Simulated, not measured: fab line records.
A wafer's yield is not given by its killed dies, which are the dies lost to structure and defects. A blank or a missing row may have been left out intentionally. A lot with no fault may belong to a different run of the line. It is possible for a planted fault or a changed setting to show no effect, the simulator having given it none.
The tool behind it: which one?	flow nand harc	22 lots, 66 wafers sampled, at 6 steps of a route of 1302

== WHAT EACH GAUGE READ, for each wafer ==
The record holds no reading of a measuring or inspecting step that can be judged against a usual standard deviation.

== EACH LOT AND THE TOOL THAT RAN IT (in order: tool; ch and the chambers of the sampled wafers; start) ==
lot	NHARC_P_CONTACT_DEP_00	NHARC_P_CONTACT_DESCUM_17	NHARC_P_CONTACT_ETCH_18	NHARC_P_CONTACT_STRIP_28	NHARC_P_CONTACT_DEGAS_38	NHARC_P_M0_ETCH_34
L075	pecvd-03 ch 1,2, day 6 10:26 or earlier	rie diel-11 ch 0,1,3, day 6 10:26	rie diel-11 ch 1,3, day 6 11:31 or earlier	rie diel-08 ch 0,1,3, day 6 11:31	pvd sputter-01, day 6 12:09	rie diel-12 ch 0,1,2, day 6 14:43
L074	pecvd-01 ch 0,1,2, day 6 10:47 or earlier	rie diel-01 ch 0,1,2, day 6 10:47	rie diel-01 ch 0,2, day 6 11:51 or earlier	rie diel-11 ch 0,1,3, day 6 11:51	pvd sputter-02, day 6 12:31	rie diel-12 ch 1,2, day 6 15:14
L076	pecvd-03 ch 0,2, day 6 22:57 or earlier	rie diel-01 ch 0,2,3, day 6 22:57	rie diel-01 ch 0,2,3, day 6 23:53 or earlier	rie diel-11 ch 1,2,3, day 6 23:53	pvd sputter-02, day 7 00:31	rie diel-12 ch 0,2,3, day 7 03:13
L078	pecvd-01 ch 0,1,2, day 7 14:35 or earlier	rie diel-01 ch 1,2,3, day 7 14:35	rie diel-01 ch 1,2,3, day 7 15:32 or earlier	rie diel-08 ch 0,2,3, day 7 15:32	pvd sputter-03, day 7 20:47	rie diel-12 ch 0,1, day 8 00:09
L079	pecvd-03 ch 0,2, day 8 01:11 or earlier	rie diel-11 ch 0,2, day 8 01:11	rie diel-11 ch 0,3, day 8 02:07 or earlier	rie diel-11 ch 0,2,3, day 8 02:07	pvd sputter-02, day 8 03:50	rie diel-03 ch 0,2,3, day 8 06:52
L080	pecvd-03 ch 0,1,2, day 8 10:19 or earlier	rie diel-08 ch 0,1,3, day 8 10:19	rie diel-08 ch 0,2,3, day 8 11:16 or earlier	rie diel-01 ch 0,2,3, day 8 11:16	pvd sputter-02, day 8 11:54	rie diel-12 ch 0,1,3, day 8 14:29
L081	pecvd-04 ch 0,1, day 8 16:43 or earlier	rie diel-11 ch 1,2, day 8 16:43	rie diel-11 ch 0,1,3, day 8 18:04 or earlier	rie diel-01 ch 1,2,3, day 8 18:04	pvd sputter-03, day 8 18:40	rie diel-12 ch 0,2, day 8 21:23
L082	pecvd-04 ch 0,2, day 9 04:08 or earlier	rie diel-01 ch 0,2,3, day 9 04:08	rie diel-01 ch 1,2,3, day 9 05:05 or earlier	rie diel-11 ch 0,2,3, day 9 05:05	pvd sputter-02, day 9 05:43	rie diel-03 ch 0,1,3, day 9 08:23
L083	pecvd-01 ch 0,1,2, day 9 16:25 or earlier	rie diel-11 ch 0,1,2, day 9 16:25	rie diel-11 ch 0,1, day 9 17:22 or earlier	rie diel-08 ch 2,3, day 9 17:22	pvd sputter-01, day 9 17:59	rie diel-03 ch 0,2, day 9 21:04
L084	pecvd-01 ch 0,2, day 10 04:26 or earlier	rie diel-11 ch 1,2,3, day 10 04:26	rie diel-11 ch 0,1,3, day 10 05:25 or earlier	rie diel-01 ch 0,1,2, day 10 05:25	pvd sputter-01, day 10 06:02	rie diel-06 ch 0,2,3, day 10 08:35
L086	pecvd-04 ch 0,1,2, day 10 17:40 or earlier	rie diel-01 ch 0,1,2, day 10 17:40	rie diel-01 ch 0,3, day 10 18:37 or earlier	rie diel-01 ch 0,2,3, day 10 18:37	pvd sputter-02, day 10 19:15	rie diel-12 ch 1,3, day 10 21:58
L087	pecvd-03 ch 1,2, day 11 21:14 or earlier	rie diel-08 ch 0,1,3, day 11 21:14	rie diel-08 ch 0,1,3, day 11 22:12 or earlier	rie diel-01 ch 1,2,3, day 11 22:12	pvd sputter-02, day 11 22:49	rie diel-12 ch 0,2,3, day 12 01:39
L089	pecvd-03 ch 0,1,2, day 11 22:13 or earlier	rie diel-08 ch 0,1,3, day 11 22:13	rie diel-08 ch 0,1,3, day 11 23:10 or earlier	rie diel-01 ch 0,1,3, day 11 23:10	pvd sputter-01, day 11 23:47	rie diel-12 ch 0,2, day 12 02:30
L088	pecvd-04 ch 0,1, day 12 00:43 or earlier	rie diel-11 ch 0,3, day 12 00:43	rie diel-11 ch 0,2,3, day 12 01:40 or earlier	rie diel-01 ch 0,3, day 12 01:40	pvd sputter-02, day 12 02:17	rie diel-03 ch 2,3, day 12 04:55
L090	pecvd-03 ch 0,1, day 12 17:17 or earlier	rie diel-11 ch 0,1, day 12 17:17	rie diel-11 ch 1,2,3, day 12 18:14 or earlier	rie diel-08 ch 0,1, day 12 18:14	pvd sputter-02, day 12 18:52	rie diel-12 ch 0,1,3, day 12 22:02
L091	pecvd-01 ch 0,2, day 12 21:34 or earlier	rie diel-01 ch 0,2,3, day 12 21:34	rie diel-01 ch 1,2,3, day 12 22:53 or earlier	rie diel-11 ch 1,2,3, day 12 22:53	pvd sputter-01, day 12 23:31	rie diel-06 ch 1,3, day 13 02:12
L092	pecvd-03 ch 0,1,2, day 13 08:21 or earlier	rie diel-01 ch 0,1,2, day 13 08:21	rie diel-01 ch 0,1, day 13 09:17 or earlier	rie diel-08 ch 0,3, day 13 09:17	pvd sputter-02, day 13 09:55	rie diel-03 ch 1,2, day 13 12:36
L093	pecvd-03 ch 1,2, day 13 16:54 or earlier	rie diel-08 ch 0,3, day 13 16:54	rie diel-08 ch 0,1,2, day 13 17:52 or earlier	rie diel-01 ch 0,2,3, day 13 17:52	pvd sputter-02, day 13 18:29	rie diel-03 ch 0,3, day 13 21:15
L094	pecvd-04 ch 0,1,2, day 14 11:56 or earlier	rie diel-11 ch 1,2,3, day 14 11:56	rie diel-11 ch 0,3, day 14 12:53 or earlier	rie diel-01 ch 1,2,3, day 14 12:53	pvd sputter-02, day 14 13:31	rie diel-03 ch 0,2,3, day 14 16:07
L095	pecvd-03 ch 1,2, day 14 16:20 or earlier	rie diel-11 ch 0,1,2, day 14 16:20	rie diel-11 ch 0,1,2, day 14 17:19 or earlier	rie diel-08 ch 1,2, day 14 17:19	pvd sputter-03, day 14 17:58	rie diel-03 ch 1,3, day 14 20:32
L096	pecvd-01 ch 0,2, day 14 21:33 or earlier	rie diel-08 ch 1,2,3, day 14 21:33	rie diel-08 ch 0,1,3, day 14 22:31 or earlier	rie diel-11 ch 1,2,3, day 14 22:31	pvd sputter-01, day 14 23:08	rie diel-03 ch 0,2,3, day 15 01:41
L097	pecvd-03 ch 0,2, day 15 11:50 or earlier	rie diel-08 ch 1,2, day 15 11:50	rie diel-11 ch 0,2,3, day 15 12:23	rie diel-01 ch 0,1,2, day 15 12:51	pvd sputter-01, day 15 13:28	rie diel-12 ch 1,2, day 15 16:09
- NHARC_P_CONTACT_DEP_00: deposits SiO2, target thk 500 nm.
- NHARC_P_CONTACT_DESCUM_17: chemistry O2, time 3 s.
- NHARC_P_CONTACT_ETCH_18: etches the open film in C4F8/O2/Ar, target depth 481 nm, time 240.5 s.
- NHARC_P_CONTACT_STRIP_28: strips in O2.
- NHARC_P_CONTACT_DEGAS_38: time 60 s.
- NHARC_P_M0_ETCH_34: etches the open film in N2/H2, target depth 40 nm, overetch 12 nm, time 43.94 s.

== AS READ BY THE TOOLS THEMSELVES (means over the sampled wafers that have a number; for cases with no such wafer, the mark the record gives instead) ==
NHARC_P_CONTACT_DEP_00. Usual: heater power w 588 W, standard deviation 52; throttle valve pct 16.1 %, standard deviation 0.48.
lot	tool	heater power w (W)	throttle valve pct (%)	flag
L075	pecvd-03	548	16.1	
L074	pecvd-01	614	16.3	
L076	pecvd-03	607	15.8	
L078	pecvd-01	584	15.9	
L079	pecvd-03	619	16.1	
L080	pecvd-03	568	16.3	
L081	pecvd-04	597	15.6	
L082	pecvd-04	550	16.1	
L083	pecvd-01	592	16.0	
L084	pecvd-01	600	16.1	
L086	pecvd-04	517	15.8	
L087	pecvd-03	545	16.1	
L089	pecvd-03	629	16.0	
L088	pecvd-04	619	15.9	
L090	pecvd-03	614	16.5	
L091	pecvd-01	549	16.2	
L092	pecvd-03	609	16.3	
L093	pecvd-03	588	16.2	
L094	pecvd-04	619	15.5	
L095	pecvd-03	581	16.2	
L096	pecvd-01	591	16.1	
L097	pecvd-03	561	16.4	

NHARC_P_CONTACT_DESCUM_17. Usual: chamber pressure mTorr 60.00 mTorr, standard deviation 0.055; drypump motor current A 5.9 A, standard deviation 0.46; oes product au 0.999 a.u., standard deviation 0.012; rf vpp V 57.5 V, standard deviation 0.87; showerhead plenum p Torr 1.88 Torr, standard deviation 0.08; throttle valve pct 11.311 %, standard deviation 0.0094.
lot	tool	chamber pressure mTorr (mTorr)	drypump motor current A (A)	oes product au (a.u.)	rf vpp V (V)	showerhead plenum p Torr (Torr)	throttle valve pct (%)	flag
L075	rie diel-11	59.99	6.2	0.985	57.3	1.89	11.311	
L074	rie diel-01	60.03	5.9	1.006	57.2	1.83	11.311	
L076	rie diel-01	60.02	5.8	0.989	58.1	1.92	11.312	
L078	rie diel-01	60.00	5.6	1.010	57.2	1.89	11.311	
L079	rie diel-11	60.05	5.6	1.005	57.4	1.88	11.307	
L080	rie diel-08	60.00	5.8	0.997	57.6	1.86	11.310	
L081	rie diel-11	60.03	5.9	1.000	57.2	1.90	11.318	
L082	rie diel-01	60.00	5.8	0.999	58.0	1.91	11.306	
L083	rie diel-11	59.95	5.9	1.002	57.7	1.90	11.311	
L084	rie diel-11	59.96	6.2	1.005	56.9	1.88	11.312	
L086	rie diel-01	59.97	5.9	0.990	56.9	1.83	11.327	
L087	rie diel-08	60.00	5.7	0.994	56.6	1.86	11.301	
L089	rie diel-08	60.01	5.8	0.993	57.4	1.86	11.310	
L088	rie diel-11	59.94	6.2	1.013	56.9	1.85	11.321	
L090	rie diel-11	60.01	6.2	0.998	58.2	1.92	11.311	
L091	rie diel-01	60.01	5.8	1.006	57.0	1.91	11.310	
L092	rie diel-01	60.00	6.0	0.991	56.6	1.83	11.300	
L093	rie diel-08	60.02	6.1	0.989	57.8	1.86	11.310	
L094	rie diel-11	60.01	6.2	1.006	57.1	1.88	11.321	
L095	rie diel-11	59.94	5.9	1.004	58.2	1.90	11.313	
L096	rie diel-08	59.95	5.6	0.999	58.1	1.89	11.308	
L097	rie diel-08	60.02	5.5	0.998	57.4	1.84	11.308	

NHARC_P_CONTACT_ETCH_18. Usual: chamber pressure mTorr 25.000 mTorr, standard deviation 0.021; oes product au 0.960 a.u., standard deviation 0.019; rf vpp V 976 V, standard deviation 5.3.
lot	tool	chamber pressure mTorr (mTorr)	oes product au (a.u.)	rf vpp V (V)	flag
L075	rie diel-11	24.987	0.957	975	
L074	rie diel-01	24.974	0.960	975	
L076	rie diel-01	25.032	0.974	978	
L078	rie diel-01	24.999	0.936	976	
L079	rie diel-11	24.992	0.960	975	
L080	rie diel-08	24.991	0.948	977	
L081	rie diel-11	24.995	0.933	977	
L082	rie diel-01	24.992	0.972	976	
L083	rie diel-11	24.985	0.967	979	
L084	rie diel-11	24.981	0.968	977	
L086	rie diel-01	25.000	0.949	980	
L087	rie diel-08	25.007	0.959	975	
L089	rie diel-08	25.012	0.961	974	
L088	rie diel-11	25.015	0.980	975	
L090	rie diel-11	25.016	0.976	976	
L091	rie diel-01	24.966	0.928	976	
L092	rie diel-01	25.014	0.963	975	
L093	rie diel-08	25.028	0.961	971	
L094	rie diel-11	25.003	0.984	976	
L095	rie diel-11	24.999	0.951	977	
L096	rie diel-08	24.991	0.959	974	
L097	rie diel-11	24.988	0.992	976	

NHARC_P_CONTACT_STRIP_28. Usual: chamber pressure mTorr 60.00 mTorr, standard deviation 0.06; drypump motor current A 5.9 A, standard deviation 0.47; oes product au 1.000 a.u., standard deviation 0.012; rf vpp V 57.6 V, standard deviation 0.89; showerhead plenum p Torr 3.47 Torr, standard deviation 0.15; throttle valve pct 17.037 %, standard deviation 0.0096.
lot	tool	chamber pressure mTorr (mTorr)	drypump motor current A (A)	oes product au (a.u.)	rf vpp V (V)	showerhead plenum p Torr (Torr)	throttle valve pct (%)	flag
L075	rie diel-08	60.02	5.7	0.999	56.9	3.44	17.035	
L074	rie diel-11	60.01	6.2	0.997	57.2	3.49	17.043	
L076	rie diel-11	59.98	6.2	1.001	57.6	3.48	17.038	
L078	rie diel-08	59.96	5.9	1.000	58.1	3.49	17.027	
L079	rie diel-11	59.96	5.9	1.004	56.9	3.45	17.036	
L080	rie diel-01	59.97	5.8	1.007	57.5	3.53	17.046	
L081	rie diel-01	60.05	5.6	1.002	57.5	3.48	17.046	
L082	rie diel-11	60.05	5.9	1.010	57.5	3.45	17.035	
L083	rie diel-08	60.00	5.7	0.989	58.0	3.53	17.035	
L084	rie diel-01	60.05	6.0	0.993	57.7	3.39	17.035	
L086	rie diel-01	59.97	5.8	0.991	58.2	3.53	17.042	
L087	rie diel-01	59.99	5.5	0.998	57.3	3.47	17.029	
L089	rie diel-01	59.98	5.8	0.987	58.0	3.54	17.049	
L088	rie diel-01	60.00	5.7	0.983	58.7	3.68	17.037	
L090	rie diel-08	60.01	5.6	1.012	57.6	3.32	17.033	
L091	rie diel-11	60.00	6.2	1.007	58.7	3.48	17.039	
L092	rie diel-08	60.01	6.0	0.989	58.1	3.57	17.039	
L093	rie diel-01	60.02	5.8	1.006	57.8	3.52	17.039	
L094	rie diel-01	59.96	5.5	1.006	56.5	3.47	17.031	
L095	rie diel-08	59.94	5.3	1.018	57.7	3.36	17.034	
L096	rie diel-11	60.00	6.2	1.001	57.2	3.48	17.043	
L097	rie diel-01	59.96	6.0	1.002	58.0	3.38	17.030	

NHARC_P_CONTACT_DEGAS_38. Usual: 464 W for heater power w, sd 61.
lot	tool	heater power w (W)	flag
L075	pvd sputter-01	434	
L074	pvd sputter-02	392	
L076	pvd sputter-02	414	
L078	pvd sputter-03	523	
L079	pvd sputter-02	416	
L080	pvd sputter-02	467	
L081	pvd sputter-03	566	
L082	pvd sputter-02	449	
L083	pvd sputter-01	477	
L084	pvd sputter-01	449	
L086	pvd sputter-02	469	
L087	pvd sputter-02	471	
L089	pvd sputter-01	471	
L088	pvd sputter-02	454	
L090	pvd sputter-02	534	
L091	pvd sputter-01	469	
L092	pvd sputter-02	452	
L093	pvd sputter-02	426	
L094	pvd sputter-02	424	
L095	pvd sputter-03	480	
L096	pvd sputter-01	470	
L097	pvd sputter-01	474	

NHARC_P_M0_ETCH_34. Usual: chamber pressure mTorr is 29.995 mTorr with standard deviation 0.025, drypump motor current A is 5.7 A with standard deviation 0.37, h2 flow sccm is 150.0 sccm with standard deviation 0.45, oes product au is 1.001 a.u. with standard deviation 0.0099, rf vpp V is 429.7 V with standard deviation 2.4, showerhead plenum p Torr is 2.01 Torr with standard deviation 0.079, and throttle valve pct is 14.171 % with standard deviation 0.0091.
lot	tool	chamber pressure mTorr (mTorr)	drypump motor current A (A)	h2 flow sccm (sccm)	oes product au (a.u.)	rf vpp V (V)	showerhead plenum p Torr (Torr)	throttle valve pct (%)	flag
L075	rie diel-12	29.985	5.5	150.1	1.000	429.4	1.98	14.179	
L074	rie diel-12	29.981	5.8	149.9	1.008	427.6	1.96	14.166	
L076	rie diel-12	29.994	5.5	150.0	1.006	429.1	2.01	14.177	
L078	rie diel-12	29.998	5.2	150.2	1.014	429.4	1.99	14.173	
L079	rie diel-03	29.989	6.0	150.0	0.985	430.7	2.03	14.180	
L080	rie diel-12	29.989	5.6	150.3	1.006	430.0	2.04	14.171	
L081	rie diel-12	30.007	5.2	149.6	0.999	429.0	1.95	14.174	
L082	rie diel-03	29.988	5.8	150.0	0.994	429.0	2.02	14.180	
L083	rie diel-03	30.012	6.0	149.6	0.994	431.5	2.06	14.168	
L084	rie diel-06	29.995	5.5	150.2	0.996	428.3	1.99	14.171	
L086	rie diel-12	29.986	5.9	149.6	0.998	431.2	2.06	14.175	
L087	rie diel-12	29.995	5.5	150.0	1.005	429.3	2.00	14.176	
L089	rie diel-12	30.012	5.4	149.6	1.004	426.8	1.93	14.169	
L088	rie diel-03	30.012	6.0	149.9	1.001	429.9	2.06	14.172	
L090	rie diel-12	29.970	5.6	150.7	1.001	429.8	2.04	14.183	
L091	rie diel-06	30.039	5.2	150.6	1.007	426.5	1.91	14.167	
L092	rie diel-03	29.989	5.9	150.3	1.008	431.9	2.09	14.172	
L093	rie diel-03	30.019	6.1	150.1	0.995	428.0	1.97	14.168	
L094	rie diel-03	29.999	6.0	150.0	1.004	429.0	2.01	14.163	
L095	rie diel-03	30.005	5.7	150.5	1.009	430.7	2.05	14.166	
L096	rie diel-03	29.994	6.0	150.2	0.990	429.6	2.01	14.170	
L097	rie diel-12	30.004	5.8	149.8	1.004	427.6	1.95	14.175	

== THE ANSWER, worked out from the rows above alone ==
Rule: a lot is off if the mean of its wafers that have a number lies more than 3 standard deviations from the usual mean. Also off: a lot with no number at a reading for which 4 or more lots have one. Where the step has rows for the other lots, those lots are counted as sound. First the gauges in route order, then the tools' own readings, where a lot's mean is used as printed above. At the first step where some lot is off, the reading lying furthest off is the one used; lots without a number count as furthest.
Across all readings shown, no lot is off: no conclusion can be drawn from this.

== WHAT THE SIMULATOR PUT IN ==
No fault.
